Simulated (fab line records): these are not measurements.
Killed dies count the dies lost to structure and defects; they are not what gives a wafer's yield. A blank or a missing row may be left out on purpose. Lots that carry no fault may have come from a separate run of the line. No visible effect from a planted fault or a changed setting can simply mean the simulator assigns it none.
Chamber matching    flow n5Finfet    N5_BEOL_M0_SAQP_DESCUM_19 on rieDiel-04: 4 sister chambers
The step chemistry O2, time 7.9 s. 8 wafers are shown with their chamber, then 7 later ones without.

== EACH WAFER AND ITS CHAMBER ==
wafer   chamber  showerheadPlenumPTorr (Torr)  throttleValvePct (%)
L082.5  1        2.21                          20.44
L086.4  1        2.21                          20.44
L086.6  0        2.09                          20.46
L088.1  2        2.04                          20.06
L088.2  3        2.18                          20.64
L088.4  0        2.09                          20.47
L092.4  3        2.17                          20.64
L092.5  2        2.04                          20.06

== WAFERS WHOSE CHAMBER IS MISSING ==
wafer   showerheadPlenumPTorr (Torr)  throttleValvePct (%)
L092.6  2.17                          20.65
L093.1  2.17                          20.64
L093.2  2.04                          20.05
L093.4  2.21                          20.45
L097.1  2.17                          20.67
L097.2  2.04                          20.08
L097.5  2.17                          20.67

== WHICH CHAMBER EACH ONE RAN IN ==
wafer   from the rows above  in truth
L092.6  3                    3
L093.1  3                    3
L093.2  2                    2
L093.4  1                    1
L097.1  3                    3
L097.2  2                    2
L097.5  3                    3
Placed correctly: 7 of 7. Can't be placed from these rows: 0. 0 placed wrongly.
How it was worked out, from the rows above alone: a wafer's distance from a chamber is the root of the sum, over the readings, of the square of ((its reading less the chamber's mean) divided by the reading's scatter). If the next closest chamber is less than 2 further off than the closest, the wafer can't be placed; otherwise it belongs to the closest. The mean given for a chamber averages the wafers shown for that chamber. How the scatter is found: for the shown wafers, subtract from each reading the mean of its chamber, square and add these, divide the total by (wafers less chambers), then take the root.
